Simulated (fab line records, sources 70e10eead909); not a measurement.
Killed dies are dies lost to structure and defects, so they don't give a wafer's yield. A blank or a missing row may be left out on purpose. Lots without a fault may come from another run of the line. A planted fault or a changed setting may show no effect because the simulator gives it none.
Problem report in the 8D (eight disciplines) form, filled by code | flow nand_harc | the parts of the form that need people (team, actions taken, sign-off) are left out

1. THE PROBLEM
run_length_s at NHARC_P_BONDPAD_ETCH_37 reads a mean of 63.8 s on 3 wafers of 3 lots; wafers without a fault read 87.1 s with a standard deviation of 0.35. That is -67 standard deviations from the usual mean.
The step: etches the open film in N2/H2, target depth 60 nm, overetch 18 nm, time 65.91 s.
First seen on wafer L104.6, day 7 03:22, on rie_diel-10. The record holds 45 wafers of 15 lots with a number at this step. Rule for "out", or "out of limits": more than 4 standard deviations from the usual mean. The other wafers with a number count as sound.

2. WHAT IT IS AND WHAT IT IS NOT
question                    | is                     | is not
which readings at this step | run_length_s           | drypump_motor_current_A, oes_product_au, rf_vpp_V, showerhead_plenum_p_Torr
which lots                  | L104, L105, L106       | L101, L109, L114, L115, L116, L117, L118, L119, L120, L121, L122, L123
which wafers of those lots  | L104.6, L105.4, L106.2 | L104.2, L104.5, L105.1, L105.6, L106.1, L106.6
read on which tools         | rie_diel-10            | rie_diel-06, rie_diel-11
when                        | from day 7 03:22       | up to then (5 sound wafers); but 37 sound wafers of L105, L106, L109, L114, L115, L116, L117, L118, L119, L120, L121, L122, L123 came after

3. SUSPECTS, AND WHAT RULES EACH OUT
Counting: a tool at a process step up to the reading stays a suspect if it ran every lot that is out. Sound lots after the first of them don't rule it out here, since some wafers of a struck lot are sound.
- rie_diel-10 at NHARC_P_BONDPAD_ETCH_37 (etches the open film in N2/H2, target depth 60 nm, overetch 18 nm, time 65.91 s): kept. It ran every lot that is out, first L104 (day 7 03:22); its last sound lot up to then is L101 (day 6 18:26). Its own readings are out on those wafers: run_length_s.
- Within rie_diel-10 at NHARC_P_BONDPAD_ETCH_37: the wafers that are out ran in chamber 0; their sound lot-mates ran in chambers 2, 3.
Left after counting: rie_diel-10 at NHARC_P_BONDPAD_ETCH_37.

4. THE CAUSE (what the simulator had put in)
Process parameter drift: rie_diel-10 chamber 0, from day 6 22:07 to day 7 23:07, at NHARC_P_BONDPAD_ETCH_37. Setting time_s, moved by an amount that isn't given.
Counting left only this tool.

5. THE CHAIN OF EFFECTS, in route order
Each row: a reading whose mean over the struck wafers that have a number lies more than 3 standard deviations from the usual. Only readings for which the record gives a usual standard deviation are gone through. hours: the time from each lot's start at the first step in this table that gives one to its start at this step, as a median over the lots. sigmas: the change in usual standard deviations.
hours | step                    | reading      | usual  | on struck wafers | change | sigmas
0     | NHARC_P_BONDPAD_ETCH_37 | run_length_s | 87.1 s | 63.8             | -23.3  | -67
The process steps in it:
- NHARC_P_BONDPAD_ETCH_37: etches the open film in N2/H2, target depth 60 nm, overetch 18 nm, time 65.91 s.

6. WHAT WOULD HAVE CAUGHT IT SOONER
In this record the first reading out of limits was taken at day 7 03:22, 5 hours after the fault began at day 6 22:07.
